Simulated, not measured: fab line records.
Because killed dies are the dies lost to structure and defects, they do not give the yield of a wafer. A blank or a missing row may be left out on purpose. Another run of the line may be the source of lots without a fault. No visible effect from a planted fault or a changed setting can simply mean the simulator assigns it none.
Split-lot study | flow n5Finfet | route with 1938 steps; 7 lots, 21 wafers read

ON THE SPLIT
At N5_BEOL_M0_ETCH_109 (etches SiCN in CH3F/O2, target depth 8 nm, overetch 2.4 nm, time 27.4 s), the setting biasW was moved away from the recipe's 75 W on 10 of the 21 wafers read, by -14.2% to +17.9%. All remaining wafers had this setting at the recipe value.

The reading is taken at the split's own step.

THE READING
rfVppV, in V, at N5_BEOL_M0_ETCH_109 (etches SiCN in CH3F/O2, target depth 8 nm, overetch 2.4 nm, time 27.4 s). On this fab line, fault-free wafers typically give 297.4 V with a standard deviation of 1.9 V.

wafer  | tool, chamber at the split | biasW as run, W | against the recipe | rfVppV, V | against lot-mates on the recipe
L081.1 | rieDiel-01, 3              | 75              | recipe             | 296.0     | -
L081.2 | rieDiel-01, 0              | 75              | recipe             | 294.9     | -
L081.4 | rieDiel-01, 0              | 75              | recipe             | 294.3     | -
L083.1 | rieDiel-02, 2              | 75              | recipe             | 299.5     | -
L083.2 | rieDiel-02, 0              | 75              | recipe             | 298.9     | -
L083.5 | rieDiel-02, 3              | 75              | recipe             | 296.1     | -
L084.1 | rieDiel-06, 2              | 75              | recipe             | 299.0     | -
L084.5 | rieDiel-06, 2              | 75              | recipe             | 300.3     | -
L084.6 | rieDiel-06, 3              | 75              | recipe             | 299.8     | -
L086.2 | rieDiel-01, 1              | 86.17           | +14.9%             | 323.5     | no lot-mate on the recipe
L086.3 | rieDiel-01, 0              | 86.17           | +14.9%             | 319.7     | no lot-mate on the recipe
L086.4 | rieDiel-01, 3              | 86.17           | +14.9%             | 322.8     | no lot-mate on the recipe
L088.1 | rieDiel-02, 1              | 67.72           | -9.7%              | 279.2     | -15.9
L088.3 | rieDiel-02, 3              | 75              | recipe             | 295.1     | -
L088.6 | rieDiel-02, 1              | 67.72           | -9.7%              | 278.9     | -16.2
L091.4 | rieDiel-02, 2              | 64.38           | -14.2%             | 271.9     | no lot-mate on the recipe
L091.5 | rieDiel-02, 3              | 64.38           | -14.2%             | 267.8     | no lot-mate on the recipe
L091.6 | rieDiel-02, 2              | 64.38           | -14.2%             | 270.8     | no lot-mate on the recipe
L093.1 | rieDiel-02, 2              | 88.41           | +17.9%             | 331.6     | +31.3
L093.3 | rieDiel-02, 1              | 75              | recipe             | 300.3     | -
L093.5 | rieDiel-02, 1              | 88.41           | +17.9%             | 330.5     | +30.2

FIT RESULTS
A straight line over all 21 wafers: rfVppV changes by +1.82 V for each +1% of biasW; r = +0.99; the points scatter about the line by 2.3 V.
The same after taking each lot's own level away (the mean of its wafers on the recipe; 15 wafers): +1.7 V for each +1%; r = +1.00; scatter 0.88 V.
According to that fit, moving biasW by its largest amount changes the reading by 30 V.
Across the lots, their own levels run from 295.07 to 300.30 V, a range of 2.8 times the standard deviation given above.
Consequently the slope shifts little with the lot-to-lot level, the two slopes agreeing.
Check: for one of the wafers moved furthest among these (+17.9%), held out of the fit, the line's prediction against its lot-mates is +30 V. Against them it came out at +31.3 V.
Tool readings at the split's step, against how far the setting was moved: rfVppV r = +0.99.

THE OTHER SPLITS THESE WAFERS WENT THROUGH
Note: prior to the reading, these wafers also went through further splits. Each is held against what the fit with the lots' levels taken away leaves over:
other split on the same wafers              | wafers away from the commonest value | r with rfVppV (lot level and that fit taken away)
N5_SDB_ETCH_18 timeS                        | 5                                    | -0.32
N5_HKMG_FIN_HK_ALD_01 aldCycles             | 7                                    | +0.12
N5_HKMG_FIN_NWFM_ALD_20 aldCycles           | 4                                    | -0.06
N5_MOL_CONTACT_COAG_ETCH_105 biasW          | 6                                    | -0.38
N5_MOL_CONTACT_COAG_CONTACT_ETCH_14 sourceW | 8                                    | +0.26
N5_BEOL_M0_SAQP_PECVD_04 timeS              | 4                                    | +0.03
N5_BEOL_M0_SAQP_EXPOSE_11 doseMj            | 4                                    | -0.27
N5_BEOL_M0_ETCH_128 sourceW                 | 7                                    | -0.18

THE FILE'S OWN FIT
rfVppV changes by +1.71 V for each +1% of biasW, r = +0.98.
